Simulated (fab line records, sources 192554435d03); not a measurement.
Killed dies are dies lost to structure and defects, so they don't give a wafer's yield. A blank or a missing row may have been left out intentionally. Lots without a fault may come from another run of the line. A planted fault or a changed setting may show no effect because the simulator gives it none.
fab line records ; flow n5-finfet
record lots=6; wafers=18; last-day=18
route steps=1938 shown BEOL_M4@1111 BEOL_M5@1129 PASSIVATION@1936
lots that met no fault: taken from a fault-free run of the same line
start-h: hours from the record's first day to the start of the lot's first wafer shown ; wait-h: hours from the lot's prior step to this one ; " unchanged from the row above ; L1.1+2: several wafers, shown together as one row ; - no value, or no start was given ; * or withheld: withheld ; < > ~ a bound
route shown NAME@n: a module of which the file shows steps, and the number in the route of the first ; usual: mean and standard deviation over wafers with no fault ; same: alike in all rows ; chamber/n: place in a boat ; sites: readings site by site ; _std_site: their standard deviation ; _edge_site: inner sites' mean taken away from outer sites' mean ; radius-mm: for every site, how far away it sits from the centre of the wafer ; mask NAME#n: copy n ; behind: the most recent tool/chamber to have shaped the wafer ; hold: why the lot was held/for how many hours/how that ended ; device: transistor that didn't switch, given as n, p or np ; end of line: the tests these same wafers got at the end of their route ; a step without rows: its recipe alone ; killed: dies lost to structure and defects at the first sort, not the wafer's yield ; map: a wafer's dies, marking killed ones x, the rest . and places with no die _
set.NAME: the setting as run; set.NAME@STEP: as run at that earlier step ; model.NAME: the simulator's own value behind a step, which no gauge read
one table for each step of the route and one row for each wafer, over a sample of lots
services: when a tool's chamber went out of use (start-h, in hours from the record's first day, below 0 if earlier), for how many hours, and the reason
## steps
# step N5_BEOL_M4_RC_MEAS_101
# usual DIBL_N=37.0/2.3; DIBL_P=37.3/2.8; IOFF_N=0.17/0.046; IOFF_P=0.23/0.054; ION_N=675/14; ION_P=460/9.3; SS_N=71.7/0.73; SS_P=73.6/0.95; VT_N=249/3.9; VT_P=-250/3.9
lot.wafer;tool;chamber;start-h;wait-h;DIBL_N[mV/V];DIBL_P[mV/V];IOFF_N[nA/um];IOFF_P[nA/um];ION_N[uA/um];ION_P[uA/um];SS_N[mV/dec];SS_P[mV/dec];VT_N[mV];VT_P[mV]
L593.4;prober-02;0;167.30;0.5;40.3;40.9;0.23;0.31;680;471;72.2;74.8;243;-246
L593.5;prober-02;0;167.30;0.5;37.1;35.4;0.15;0.21;676;464;71.3;73.7;251;-251
L593.6;prober-02;0;167.30;0.5;43.8;44.8;0.36;0.42;712;478;73.7;76.2;240;-243
L597.1;prober-01;0;193.90;0.0;36.7;38.7;0.17;0.26;681;475;70.8;74.1;248;-247
L597.2;prober-01;0;193.90;0.0;36.7;36.8;0.16;0.21;671;459;71.5;72.5;251;-251
L597.4;prober-01;0;193.90;0.0;36.5;38.3;0.16;0.25;679;473;71.2;73.6;251;-247
L599.1;prober-02;0;200.18;0.0;35.3;36.6;0.15;0.19;670;458;71.4;73.1;253;-255
L599.2;prober-02;0;200.18;0.0;38.5;39.5;0.22;0.25;703;474;72.1;73.8;245;-251
L599.5;prober-02;0;200.18;0.0;39.3;40.8;0.23;0.27;706;471;72.3;74.8;248;-249
L598.1;prober-01;0;201.22;0.0;36.5;38.2;0.19;0.25;691;469;72.1;73.1;246;-247
L598.3;prober-01;0;201.22;0.0;34.8;36.0;0.14;0.21;653;455;71.9;71.4;251;-248
L598.4;prober-01;0;201.22;0.0;40.1;43.2;0.28;0.37;701;483;72.7;74.5;242;-242
L616.3;prober-01;0;318.13;0.3;37.3;38.5;0.16;0.18;675;450;72.0;74.2;252;-257
L616.4;prober-01;0;318.13;0.3;37.0;38.7;0.17;0.18;675;449;71.9;73.9;251;-256
L616.6;prober-01;0;318.13;0.3;33.1;34.3;0.10;0.13;656;445;70.3;72.1;256;-258
L615.1;prober-02;0;319.71;0.0;37.7;38.9;0.19;0.28;670;460;72.9;73.9;249;-247
L615.2;prober-02;0;319.71;0.0;40.0;40.9;0.24;0.30;696;474;73.1;74.6;244;-245
L615.4;prober-02;0;319.71;0.0;35.8;37.0;0.15;0.23;677;471;71.6;73.2;250;-248
# step N5_BEOL_M5_DESCUM_16
# recipe chemistry=O2; time-s=7; source-power-w=50; bias-power-w=20; pressure-mtorr=20; rf-frequency-hz=2.712e+07; temp-c=40; resist=CAR-EUV; o2-flow-sccm=225
# usual drypump-motor-current-A=5.8/0.55; o2-flow-sccm=225.0/0.6; oes-product-au=0.77/0.091; rf-vpp-V=243.3/1.4; showerhead-plenum-p-Torr=2.10/0.071; temp-c=40.01/0.12; throttle-valve-pct=20.30/0.3
lot.wafer;tool;chamber;start-h;wait-h;drypump-motor-current-A;o2-flow-sccm;oes-product-au;rf-hours-counter-h;rf-vpp-V;showerhead-plenum-p-Torr;temp-c;throttle-valve-pct
L593.4;rie-diel-06;0;170.05;0.1;5.9;225.1;0.73;194;244.1;2.19;39.93;20.78
L593.5;rie-diel-06;0;170.05;0.1;5.9;225.2;0.74;-;243.4;2.19;39.84;20.79
L593.6;rie-diel-06;1;170.05;0.1;5.4;225.2;0.84;-;244.2;2.10;40.03;19.81
L597.1;rie-diel-04;0;196.24;0.1;5.3;224.6;0.74;156;244.6;2.16;39.91;20.32
L597.2;rie-diel-04;1;196.24;0.1;6.3;225.2;0.71;201;244.3;2.15;39.92;19.97
L597.4;rie-diel-04;3;196.24;0.1;5.9;226.1;0.68;237;240.1;1.98;39.82;20.45
L599.1;rie-diel-04;2;204.12;0.0;4.8;225.1;0.71;207;244.4;2.17;40.02;20.40
L599.2;rie-diel-04;0;204.12;0.0;5.3;225.0;0.74;159;244.8;2.16;39.87;20.33
L599.5;rie-diel-04;0;204.12;0.0;5.3;226.0;0.74;-;244.7;2.16;40.00;20.33
L598.1;rie-diel-06;1;204.69;0.3;5.4;224.1;0.83;66;242.2;2.10;40.11;19.83
L598.3;rie-diel-06;2;204.69;0.3;6.2;224.5;0.88;39;243.2;2.02;39.96;20.32
L598.4;rie-diel-06;3;204.69;0.3;5.2;225.1;0.71;177;240.9;2.01;39.78;20.53
L616.3;rie-diel-02;2;320.38;0.0;6.3;224.8;0.71;227;240.4;2.02;39.84;20.70
L616.4;rie-diel-02;1;320.38;0.0;5.1;226.0;0.94;9;244.5;2.13;39.95;19.70
L616.6;rie-diel-02;0;320.38;0.0;6.4;225.4;0.88;-;243.2;2.14;39.99;20.17
L615.1;rie-diel-06;1;322.73;0.1;5.4;225.2;0.79;99;243.8;2.09;40.23;19.87
L615.2;rie-diel-06;0;322.73;0.1;5.9;224.6;0.70;234;244.0;2.17;40.01;20.85
L615.4;rie-diel-06;3;322.73;0.1;5.2;224.2;0.70;207;241.7;2.00;39.94;20.56
# step N5_BEOL_M5_DESCUM_33
# recipe chemistry=O2; time-s=7; source-power-w=50; bias-power-w=20; pressure-mtorr=20; rf-frequency-hz=2.712e+07; temp-c=40; resist=CAR-EUV; o2-flow-sccm=225
# usual drypump-motor-current-A=5.7/0.54; o2-flow-sccm=224.9/0.67; oes-product-au=0.76/0.094; rf-vpp-V=243.4/1.5; showerhead-plenum-p-Torr=2.11/0.072; temp-c=39.99/0.11; throttle-valve-pct=20.31/0.29
lot.wafer;tool;chamber;start-h;wait-h;drypump-motor-current-A;o2-flow-sccm;oes-product-au;rf-hours-counter-h;rf-vpp-V;showerhead-plenum-p-Torr;temp-c;throttle-valve-pct
L593.4;rie-diel-02;2;173.41;0.0;6.4;224.6;0.74;182;242.1;2.03;39.77;20.65
L593.5;rie-diel-02;1;173.41;0.0;5.1;226.0;0.69;-;244.7;2.15;40.04;20.17
L593.6;rie-diel-02;0;173.41;0.0;6.4;224.5;0.98;-;245.9;2.16;39.91;20.09
L597.1;rie-diel-02;3;198.80;0.0;6.5;224.5;0.70;194;241.0;2.04;40.09;20.18
L597.2;rie-diel-02;0;198.80;0.0;6.4;225.3;0.96;14;242.9;2.16;39.94;20.09
L597.4;rie-diel-02;1;198.80;0.0;5.1;224.2;0.69;231;244.6;2.14;39.93;20.18
L599.1;rie-diel-04;1;205.31;0.0;6.3;223.9;0.71;204;243.4;2.14;40.06;19.98
L599.2;rie-diel-04;0;205.31;0.0;5.3;225.6;0.75;159;243.8;2.16;40.00;20.32
L599.5;rie-diel-04;0;205.31;0.0;5.3;225.1;0.75;-;243.4;2.16;40.12;20.33
L598.1;rie-diel-02;0;205.59;0.0;6.4;224.8;0.95;16;243.5;2.16;40.06;20.09
L598.3;rie-diel-02;2;205.59;0.0;6.3;224.9;0.73;192;241.5;2.03;40.07;20.67
L598.4;rie-diel-02;1;205.59;0.0;5.1;224.8;0.68;234;243.9;2.14;39.98;20.19
L616.3;rie-diel-04;1;321.25;0.0;6.3;224.4;0.68;241;243.5;2.13;40.04;20.03
L616.4;rie-diel-04;3;321.25;0.0;5.9;226.1;0.96;16;246.7;2.23;39.95;20.09
L616.6;rie-diel-04;0;321.25;0.0;5.3;225.0;0.72;-;245.2;2.15;39.93;20.39
L615.1;rie-diel-02;0;324.03;0.0;6.4;224.2;0.88;51;243.3;2.14;39.97;20.15
L615.2;rie-diel-02;3;324.03;0.0;6.4;225.6;0.69;233;244.4;2.03;40.02;20.23
L615.4;rie-diel-02;1;324.03;0.0;5.0;225.2;0.93;10;242.9;2.13;40.16;19.68
# step N5_BEOL_M5_ETCH_67
# recipe chemistry=CF4; target=SiARC; target-depth-a=156; mask-material=CAR-EUV; time-s=26; ion-energy-ev=80; pressure-mtorr=40; source-w=545; bias-w=36; Ar_flow_sccm=100; cf4-flow-sccm=100; ends=cleared
# usual bias-w=35.99/0.1; cf4-flow-sccm=99.9/0.31; drypump-motor-current-A=5.7/0.55; etch-rf-on-time-s=26.1/0.91; oes-product-au=0.65/0.082; rf-vpp-V=184.4/1.2; showerhead-plenum-p-Torr=2.16/0.074; throttle-valve-pct=15.58/0.2
lot.wafer;tool;chamber;start-h;wait-h;bias-w;cf4-flow-sccm;drypump-motor-current-A;etch-rf-on-time-s;oes-product-au;rf-hours-counter-h;rf-vpp-V;showerhead-plenum-p-Torr;throttle-valve-pct
L593.4;rie-diel-02;2;173.46;0.0;35.82;100.0;6.3;25.0;0.63;182;182.2;2.05;15.59
L593.5;rie-diel-02;1;173.46;0.0;36.02;99.5;5.1;25.7;0.60;-;185.0;2.21;15.52
L593.6;rie-diel-02;0;173.46;0.0;36.01;99.9;6.4;23.9;0.86;-;186.5;2.20;15.27
L597.1;rie-diel-02;3;198.86;0.0;36.12;100.1;6.5;28.3;0.58;195;183.4;2.13;15.69
L597.2;rie-diel-02;0;198.86;0.0;35.97;99.7;6.4;24.0;0.84;14;185.7;2.19;15.28
L597.4;rie-diel-02;1;198.86;0.0;35.90;99.9;5.1;26.0;0.60;231;186.7;2.20;15.51
L599.1;rie-diel-04;1;205.36;0.0;36.14;99.9;6.2;26.0;0.61;205;185.4;2.22;15.49
L599.2;rie-diel-04;0;205.36;0.0;36.00;100.4;5.3;26.6;0.63;159;185.2;2.21;15.63
L599.5;rie-diel-04;0;205.36;0.0;35.86;100.2;5.3;26.5;0.63;-;185.1;2.21;15.64
L598.1;rie-diel-02;0;205.64;0.0;35.72;100.3;6.4;24.2;0.84;16;184.5;2.19;15.29
L598.3;rie-diel-02;2;205.64;0.0;35.77;100.1;6.3;25.6;0.63;192;183.8;2.04;15.63
L598.4;rie-diel-02;1;205.64;0.0;35.96;100.2;5.1;26.0;0.59;234;185.3;2.20;15.53
L616.3;rie-diel-04;1;321.31;0.0;-;-;-;-;-;-;-;-;-
L616.4;rie-diel-04;3;321.31;0.0;-;-;-;-;-;-;-;-;-
L616.6;rie-diel-04;0;321.31;0.0;-;-;-;-;-;-;-;-;-
L615.1;rie-diel-02;0;324.08;0.0;-;-;-;-;-;-;-;-;-
L615.2;rie-diel-02;3;324.08;0.0;-;-;-;-;-;-;-;-;-
L615.4;rie-diel-02;1;324.08;0.0;-;-;-;-;-;-;-;-;-
# step N5_BEOL_M5_ETCH_68
# recipe chemistry=N2/H2; target=SOC; target-depth-a=800; overetch-a=160; mask-material=SiARC; temp-c=40; time-s=120; ion-energy-ev=200; pressure-mtorr=30; source-w=840; bias-w=150; n2-flow-sccm=200; h2-flow-sccm=200
# usual bias-w=150.0/0.47; chamber-pressure-mTorr=30.001/0.028; drypump-motor-current-A=5.7/0.55; oes-product-au=0.58/0.065; rf-vpp-V=524.5/2.7; showerhead-plenum-p-Torr=2.57/0.089; temp-c=40.00/0.099; throttle-valve-pct=17.73/0.29
lot.wafer;tool;chamber;start-h;wait-h;bias-w;chamber-pressure-mTorr;drypump-motor-current-A;oes-product-au;rf-hours-counter-h;rf-vpp-V;showerhead-plenum-p-Torr;temp-c;throttle-valve-pct
L593.4;rie-diel-02;2;173.49;0.0;149.8;29.997;6.3;0.56;182;520.4;2.43;39.98;17.88
L593.5;rie-diel-02;1;173.49;0.0;150.6;29.978;5.1;0.54;-;525.4;2.61;40.04;17.60
L593.6;rie-diel-02;0;173.49;0.0;150.3;29.991;6.4;0.73;-;525.9;2.59;39.87;17.24
L597.1;rie-diel-02;3;198.88;0.0;150.8;29.966;6.5;0.55;195;523.9;2.54;39.89;17.91
L597.2;rie-diel-02;0;198.88;0.0;150.0;29.983;6.4;0.72;14;526.5;2.59;40.08;17.25
L597.4;rie-diel-02;1;198.88;0.0;149.6;29.990;5.1;0.53;231;525.0;2.61;39.68;17.62
L599.1;rie-diel-04;1;205.39;0.0;149.2;30.021;6.3;0.56;205;527.3;2.64;39.91;17.73
L599.2;rie-diel-04;0;205.39;0.0;150.4;29.993;5.3;0.57;159;526.3;2.66;40.02;17.86
L599.5;rie-diel-04;0;205.39;0.0;150.6;30.021;5.3;0.57;-;527.0;2.66;39.97;17.86
L598.1;rie-diel-02;0;205.67;0.0;150.5;29.986;6.4;0.71;16;525.3;2.59;39.92;17.24
L598.3;rie-diel-02;2;205.67;0.0;149.5;30.009;6.3;0.55;192;519.5;2.43;40.05;17.90
L598.4;rie-diel-02;1;205.67;0.0;149.9;29.976;5.1;0.53;234;525.5;2.61;40.06;17.62
L616.3;rie-diel-04;1;321.33;0.0;150.2;29.976;6.2;0.25;241;524.8;2.63;39.84;17.74
L616.4;rie-diel-04;3;321.33;0.0;149.8;29.984;5.9;0.35;16;526.9;2.70;39.98;17.36
L616.6;rie-diel-04;0;321.33;0.0;150.2;29.975;5.3;0.27;-;525.6;2.64;40.20;17.87
L615.1;rie-diel-02;0;324.11;0.0;150.3;30.012;6.4;0.33;51;525.2;2.58;40.12;17.26
L615.2;rie-diel-02;3;324.11;0.0;150.2;30.016;6.5;0.26;233;523.6;2.52;39.92;17.93
L615.4;rie-diel-02;1;324.11;0.0;150.2;29.953;5.1;0.35;10;525.0;2.60;40.00;17.07
# step N5_BEOL_M5_VIA_ETCH_34
# recipe chemistry=C4F6/O2; target=SiCOH_lowk; target-depth-a=883; mask-material=SOC; taper-deg=4; time-s=39.2; ion-energy-ev=250; pressure-mtorr=30; source-w=345; bias-w=185; Ar_flow_sccm=300; C4F6_flow_sccm=10; O2_flow_sccm=10
# usual C4F6_flow_sccm=10.005/0.029; O2_flow_sccm=9.997/0.029; bias-w=185.0/0.54; drypump-motor-current-A=5.7/0.55; oes-product-au=0.76/0.094; rf-vpp-V=657/15; showerhead-plenum-p-Torr=2.87/0.091; throttle-valve-pct=20.73/0.25
lot.wafer;tool;chamber;start-h;wait-h;C4F6_flow_sccm;O2_flow_sccm;bias-w;drypump-motor-current-A;oes-product-au;rf-hours-counter-h;rf-vpp-V;showerhead-plenum-p-Torr;throttle-valve-pct
L593.4;rie-diel-02;2;173.59;0.0;9.963;9.991;185.5;6.3;0.74;182;636;2.73;20.87
L593.5;rie-diel-02;1;173.59;0.0;10.020;9.970;185.1;5.1;0.70;-;688;2.89;20.45
L593.6;rie-diel-02;0;173.59;0.0;10.016;10.008;185.6;6.5;0.99;-;663;2.89;20.34
L597.1;rie-diel-02;3;198.98;0.0;9.987;10.009;185.4;6.5;0.69;195;647;2.84;20.97
L597.2;rie-diel-02;0;198.98;0.0;10.056;10.000;185.1;6.4;0.97;14;662;2.89;20.36
L597.4;rie-diel-02;1;198.98;0.0;10.026;10.013;184.9;5.1;0.70;231;689;2.89;20.45
L599.1;rie-diel-04;1;205.49;0.0;9.982;10.026;184.1;6.2;0.72;205;670;2.94;20.58
L599.2;rie-diel-04;0;205.49;0.0;9.968;9.992;185.0;5.3;0.74;159;639;2.95;20.91
L599.5;rie-diel-04;0;205.49;0.0;10.023;10.010;184.3;5.3;0.74;-;640;2.95;20.89
L598.1;rie-diel-02;0;205.77;0.0;9.960;9.991;185.3;6.4;0.95;17;662;2.88;20.36
L598.3;rie-diel-02;2;205.77;0.0;9.997;9.953;184.7;6.4;0.73;193;636;2.73;20.91
L598.4;rie-diel-02;1;205.77;0.0;9.985;10.033;185.3;5.1;0.70;234;687;2.89;20.48
L616.3;rie-diel-04;1;321.43;0.0;9.968;10.008;184.6;6.3;0.27;241;669;2.92;20.49
L616.4;rie-diel-04;3;321.43;0.0;10.009;10.024;185.4;5.9;0.35;16;664;3.01;20.37
L616.6;rie-diel-04;0;321.43;0.0;9.983;9.963;185.8;5.3;0.27;-;641;2.94;20.84
L615.1;rie-diel-02;0;324.21;0.0;9.946;9.952;184.8;6.4;0.33;51;659;2.87;20.28
L615.2;rie-diel-02;3;324.21;0.0;10.065;9.957;183.9;6.4;0.27;233;645;2.82;20.88
L615.4;rie-diel-02;1;324.21;0.0;9.999;9.983;184.7;5.1;0.35;10;684;2.87;19.90
# step N5_BEOL_M5_TRENCH_ETCH_37
# recipe chemistry=C4F6/O2; target-depth-a=716.52; target=SiCOH_lowk; time-s=24.7; ion-energy-ev=250; pressure-mtorr=30; source-w=345; bias-w=185; Ar_flow_sccm=300; C4F6_flow_sccm=10; O2_flow_sccm=10
# usual C4F6_flow_sccm=10.003/0.03; O2_flow_sccm=10.003/0.025; bias-w=185.0/0.58; drypump-motor-current-A=5.7/0.55; oes-product-au=0.76/0.094; rf-vpp-V=657/15; showerhead-plenum-p-Torr=2.87/0.091; throttle-valve-pct=20.77/0.25
lot.wafer;tool;chamber;start-h;wait-h;C4F6_flow_sccm;O2_flow_sccm;bias-w;drypump-motor-current-A;oes-product-au;rf-hours-counter-h;rf-vpp-V;showerhead-plenum-p-Torr;throttle-valve-pct
L593.4;rie-diel-02;2;-;-;10.036;10.021;185.6;6.3;0.74;182;635;2.73;20.92
L593.5;rie-diel-02;1;-;-;10.027;9.988;184.6;5.1;0.71;-;688;2.89;20.49
L593.6;rie-diel-02;0;-;-;9.945;10.015;184.1;6.4;0.99;-;661;2.89;20.39
L597.1;rie-diel-02;3;-;-;9.951;10.008;185.6;6.5;0.69;195;647;2.84;20.99
L597.2;rie-diel-02;0;-;-;10.019;10.041;185.0;6.4;0.97;14;662;2.89;20.40
L597.4;rie-diel-02;1;-;-;10.029;10.009;185.7;5.1;0.70;231;688;2.89;20.50
L599.1;rie-diel-04;1;-;-;9.959;10.008;185.5;6.3;0.71;205;670;2.94;20.62
L599.2;rie-diel-04;0;-;-;10.015;9.962;185.3;5.4;0.73;159;641;2.96;20.94
L599.5;rie-diel-04;0;-;-;9.982;10.003;185.6;5.3;0.74;-;641;2.95;20.94
L598.1;rie-diel-02;0;-;-;10.017;10.013;184.3;6.4;0.96;17;662;2.89;20.39
L598.3;rie-diel-02;2;-;-;10.050;10.008;185.3;6.3;0.73;193;636;2.73;20.95
L598.4;rie-diel-02;1;-;-;9.945;9.982;184.2;5.1;0.69;234;687;2.89;20.50
L616.3;rie-diel-04;1;-;-;10.012;10.015;185.5;6.2;0.68;241;668;2.92;20.66
L616.4;rie-diel-04;3;-;-;10.053;9.979;185.1;5.9;0.93;16;664;3.01;20.58
L616.6;rie-diel-04;0;-;-;10.002;9.946;184.4;5.3;0.71;-;639;2.94;20.99
L615.1;rie-diel-02;0;-;-;9.980;10.018;184.8;6.4;0.88;51;660;2.87;20.44
L615.2;rie-diel-02;3;-;-;10.003;10.036;184.8;6.5;0.67;233;647;2.82;21.05
L615.4;rie-diel-02;1;-;-;9.979;9.941;185.1;5.1;0.95;10;685;2.87;20.08
# step N5_PASSIVATION_PROBE_49
# usual defect-limited-yield=91.5/1.3; killed_at_M0_to_M3=36/10; killed_at_M4_up=13/4.7; killed-at-contacts=13/6.7; killed-at-front-end=37/9.7; killed-at-other=2.6/2.3; killed-dies=101/15; killed-on-rim=14/4.3; killed-open=67/12; killed-short=32/6.7; sort_bin_4_leakage=0.0/0.31; sort_bin_5_function=5.0/0.89; sort_bin_6_memory=3.2/0.63; sort-n-pass=1079/16; sort-yield-pct=91.4/1.4
# same gross-dies=1180; killed-at-back-side=0; sort_bin_8_speed[%]=0
lot.wafer;tool;chamber;start-h;wait-h;defect-limited-yield[%];killed_at_M0_to_M3;killed_at_M4_up;killed-at-contacts;killed-at-front-end;killed-at-other;killed-dies;killed-on-rim;killed-open;killed-short;sort_bin_4_leakage[%];sort_bin_5_function[%];sort_bin_6_memory[%];sort-n-pass;sort-yield-pct[%]
L597.1;prober-01;-;312.98;0.0;91.9;28;8;17;37;5;95;13;70;25;0;4.7;3.3;1085;91.9
L597.2;prober-01;-;313.03;0.1;92.7;27;9;15;30;5;86;13;57;25;0;4.2;2.7;1094;92.7
L597.4;prober-01;-;313.13;0.2;93.1;30;17;8;25;2;82;13;54;26;0;4.2;2.7;1098;93.1
L616.3;prober-02;-;437.87;1.0;0;45;1070;22;43;0;1180;152;88;34;0;96.0;3.7;0;0
L616.4;prober-02;-;437.92;1.1;0;46;1079;18;36;1;1180;152;73;39;0;95.9;3.6;0;0
L616.6;prober-02;-;438.02;1.2;0;44;1097;9;28;2;1180;152;66;26;0;96.7;3.1;0;0
L615.1;prober-02;-;439.10;0.0;0;31;1073;21;49;6;1180;152;89;29;0;96.6;3.1;0;0
L615.2;prober-02;-;439.15;0.1;0;50;1060;18;50;2;1180;152;93;34;0;95.0;4.7;0;0
L615.4;prober-02;-;439.25;0.2;0;34;1081;25;35;5;1180;152;82;30;0;95.8;3.7;0;0
# killed by level:class
L597.1 MOL_CONTACT_COAG:geometric-particle:open=14 STI_FIN_REVEAL:geometric-particle:open=10 BEOL_M3:geometric-particle:open=9 BEOL_M0_SAQP:geometric-particle:open=5 BEOL_M1:geometric-particle:open=5 FIN_SAQP:geometric-particle:open=4 STARTING-WAFER:geometric-particle:short=4 DUMMY_GATE:geometric-particle:open=3
L597.2 MOL_CONTACT_COAG:geometric-particle:open=11 FIN_SAQP:geometric-particle:open=8 BEOL_M1:geometric-particle:open=7 BEOL_M3:geometric-particle:open=7 FIN_SAQP:geometric-particle:short=5 STI_FIN_REVEAL:geometric-particle:open=5 MOL_CONTACT_COAG:geometric-particle:short=4 BEOL_M4:geometric-particle:open=4
L597.4 BEOL_M1:geometric-particle:open=10 MOL_CONTACT_COAG:geometric-particle:open=7 BEOL_M3:geometric-particle:open=7 BEOL_M4:geometric-particle:open=6 FIN_SAQP:geometric-particle:short=5 GATE_CUT:geometric-particle:short=5 BEOL_M2:geometric-particle:open=5 BEOL_M5:geometric-particle:open=5
L616.3 BEOL_M5:area-etch=1058 MOL_CONTACT_COAG:geometric-particle:open=18 FIN_SAQP:geometric-particle:open=15 BEOL_M2:geometric-particle:open=10 STI_FIN_REVEAL:geometric-particle:open=7 BEOL_M0_SAQP:geometric-particle:open=7 BEOL_M0_SAQP:geometric-particle:short=7 BEOL_M1:geometric-particle:short=6
L616.4 BEOL_M5:area-etch=1067 MOL_CONTACT_COAG:geometric-particle:open=12 BEOL_M0_SAQP:geometric-particle:short=12 FIN_SAQP:geometric-particle:open=10 STI_FIN_REVEAL:geometric-particle:open=8 BEOL_M1:geometric-particle:open=8 FIN_SAQP:geometric-particle:short=7 BEOL_M0_SAQP:geometric-particle:open=7
L616.6 BEOL_M5:area-etch=1087 BEOL_M0_SAQP:geometric-particle:open=11 BEOL_M3:geometric-particle:open=9 BEOL_M1:geometric-particle:open=8 STI_FIN_REVEAL:geometric-particle:open=6 MOL_CONTACT_COAG:geometric-particle:open=5 BEOL_M2:geometric-particle:open=5 MOL_CONTACT_COAG:geometric-particle:short=4
L615.1 BEOL_M5:area-etch=1062 MOL_CONTACT_COAG:geometric-particle:open=19 FIN_SAQP:geometric-particle:open=16 BEOL_M1:geometric-particle:open=9 FIN_SAQP:geometric-particle:short=7 STI_FIN_REVEAL:geometric-particle:open=6 GATE_CUT:geometric-particle:short=6 BEOL_M0_SAQP:geometric-particle:open=6
L615.2 BEOL_M5:area-etch=1051 FIN_SAQP:geometric-particle:open=19 BEOL_M1:geometric-particle:open=19 MOL_CONTACT_COAG:geometric-particle:open=16 FIN_SAQP:geometric-particle:short=8 BEOL_M0_SAQP:geometric-particle:open=8 BEOL_M1:geometric-particle:short=8 DUMMY_GATE:geometric-particle:open=6
L615.4 BEOL_M5:area-etch=1067 MOL_CONTACT_COAG:geometric-particle:open=19 STI_FIN_REVEAL:geometric-particle:open=9 BEOL_M0_SAQP:geometric-particle:open=7 BEOL_M0_SAQP:geometric-particle:short=7 MOL_CONTACT_COAG:geometric-particle:short=6 BEOL_M2:geometric-particle:open=6 BEOL_M5:geometric-particle:open=6
## services
tool;chamber;start-h;hours;kind
rie-diel-04;3;180.80;1.6;repair
rie-diel-02;1;222.31;5.3;repair
rie-diel-04;3;237.79;-;clean
rie-diel-04;3;237.79;-;consumable-replace:focus-ring
rie-diel-04;3;237.79;-;consumable-replace:showerhead
rie-diel-04;3;237.79;23.2;scheduled-down
rie-diel-04;3;237.79;23.2;vent-cycle
rie-diel-02;1;267.30;-;clean
rie-diel-02;1;267.30;-;consumable-replace:esc
rie-diel-02;1;267.30;-;consumable-replace:focus-ring
rie-diel-02;1;267.30;22.7;scheduled-down
rie-diel-02;1;267.30;22.7;vent-cycle
## key
first-sign step=N5_BEOL_M5_ETCH_67; reading=tool-record; direction=missing
effect step=N5_BEOL_M5_ETCH_68; reading=oes-product-au; direction=down; sigmas=4.4; usual=0.58; struck=0.30
effect step=N5_BEOL_M5_VIA_ETCH_34; reading=oes-product-au; direction=down; sigmas=4.8; usual=0.76; struck=0.31
effect step=N5_PASSIVATION_PROBE_49; reading=killed_at_M4_up; direction=up; sigmas=99+; usual=13; struck=1077
more-kills-born-at N5_BEOL_M5_ETCH_67@rie-diel-04=3212; N5_BEOL_M5_ETCH_67@rie-diel-02=3180
met-at N5_BEOL_M5_ETCH_67
struck-lots L615,L616
later-rows-left-out L615.1,L615.2,L615.4,L616.3,L616.4,L616.6
not-acting-at N5_BEOL_M5_DESCUM_16,N5_BEOL_M5_DESCUM_33,N5_BEOL_M5_TRENCH_ETCH_37
onset-between 205.64 321.31
fault kind=skipped-step-whole; tool=rie-diel-02,rie-diel-04; chamber=-; onset-h=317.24; steps=N5_BEOL_M5_ETCH_67; scope=struck-lots-only
# later-rows-left-out: the simulator's readings of these wafers behind a module that went badly wrong aren't trusted and aren't shown, but for the sort
